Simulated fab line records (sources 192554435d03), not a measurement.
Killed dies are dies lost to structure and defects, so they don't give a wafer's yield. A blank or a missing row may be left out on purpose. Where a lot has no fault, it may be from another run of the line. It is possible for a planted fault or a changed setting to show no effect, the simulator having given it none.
Split-lot trial + flow n5_finfet + on a route of 1938 steps: 7 lots, 21 wafers read

## ABOUT THE SPLIT
At N5_MOL_CONTACT_COAG_VIA_ETCH_46 (etches SiO2 in C4F6/O2, target depth 46 nm, overetch 9.2 nm, time 40 s), the setting bias_w was moved away from the recipe's 455 W on 8 of the 21 wafers read, by -17.5% to +9.7%. The other wafers ran this setting at the recipe's value.

The reading is taken at the split's own step.

## THE READING
rf_vpp_V, in V, at N5_MOL_CONTACT_COAG_VIA_ETCH_46 (etches SiO2 in C4F6/O2, target depth 46 nm, overetch 9.2 nm, time 40 s). On this fab line, fault-free wafers typically give 1590 V with a standard deviation of 29 V.

| wafer  | tool, chamber at the split | bias_w as run, W | against the recipe | rf_vpp_V, V | against lot-mates on the recipe |
|--------|----------------------------|------------------|--------------------|-------------|---------------------------------|
| L078.2 | rie_diel-05, 0             | 455              | recipe             | 1559        | -                               |
| L078.3 | rie_diel-05, 2             | 455              | recipe             | 1610        | -                               |
| L078.4 | rie_diel-05, 3             | 455              | recipe             | 1567        | -                               |
| L083.4 | rie_diel-06, 0             | 455              | recipe             | 1579        | -                               |
| L083.5 | rie_diel-06, 0             | 455              | recipe             | 1577        | -                               |
| L083.6 | rie_diel-06, 3             | 455              | recipe             | 1627        | -                               |
| L085.2 | rie_diel-01, 1             | 455              | recipe             | 1578        | -                               |
| L085.3 | rie_diel-01, 2             | 499              | +9.7%              | 1750        | +172                            |
| L085.5 | rie_diel-01, 3             | 499              | +9.7%              | 1717        | +139                            |
| L088.1 | rie_diel-05, 2             | 455              | recipe             | 1609        | -                               |
| L088.2 | rie_diel-05, 0             | 429.7            | -5.6%              | 1492        | -126                            |
| L088.3 | rie_diel-05, 1             | 455              | recipe             | 1626        | -                               |
| L089.4 | rie_diel-05, 2             | 490.9            | +7.9%              | 1703        | +112                            |
| L089.5 | rie_diel-05, 0             | 455              | recipe             | 1557        | -                               |
| L089.6 | rie_diel-05, 1             | 455              | recipe             | 1625        | -                               |
| L092.2 | rie_diel-05, 2             | 476.9            | +4.8%              | 1666        | +109                            |
| L092.3 | rie_diel-05, 1             | 476.9            | +4.8%              | 1682        | +125                            |
| L092.6 | rie_diel-05, 0             | 455              | recipe             | 1557        | -                               |
| L095.2 | rie_diel-06, 1             | 375.3            | -17.5%             | 1344        | -212                            |
| L095.3 | rie_diel-06, 0             | 375.3            | -17.5%             | 1363        | -193                            |
| L095.5 | rie_diel-06, 1             | 455              | recipe             | 1556        | -                               |

FIT RESULTS
A straight line over all 21 wafers: rf_vpp_V changes by +14.2 V for each +1% of bias_w; r = +0.97; the points scatter about the line by 25 V.
The same after taking each lot's own level away (the mean of its wafers on the recipe; 21 wafers): +13.7 V for each +1%; r = +0.96; scatter 29 V.
On that fit, the largest move of bias_w shifts the reading by 2.4e+02 V.
Across the lots, their own levels run from 1556.0 to 1617.5 V, a range of 2.1 times the standard deviation given above.
So the lot-to-lot level changes the slope little: the two slopes agree.
Check: -242 V against its lot-mates is what the line predicts for one of the wafers moved furthest among these (-17.5%) when that wafer is left out of the fit. It came out at -212 V against them.
Tool readings at the split's step, against how far the setting was moved: rf_vpp_V r = +0.97.

## THESE WAFERS: OTHER SPLITS
Other splits were also applied to these wafers ahead of the reading. Each is held against what the fit with the lots' levels taken away leaves over:
| other split on the same wafers      | wafers away from the commonest value | r with rf_vpp_V (lot level and that fit taken away) |
|-------------------------------------|--------------------------------------|-----------------------------------------------------|
| N5_SDB_COAT_03 spin_rpm             | 7                                    | +0.16                                               |
| N5_SDB_COAT_04 time_s               | 8                                    | -0.38                                               |
| N5_HKMG_FIN_COAT_66 spin_rpm        | 5                                    | -0.13                                               |
| N5_GATE_CUT_ETCH_37 bias_w          | 8                                    | +0.12                                               |
| N5_MOL_CONTACT_COAG_PECVD_31 temp_c | 5                                    | +0.23                                               |

## THE FILE'S OWN FIT
rf_vpp_V changes by +13.9 V for each +1% of bias_w, r = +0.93.
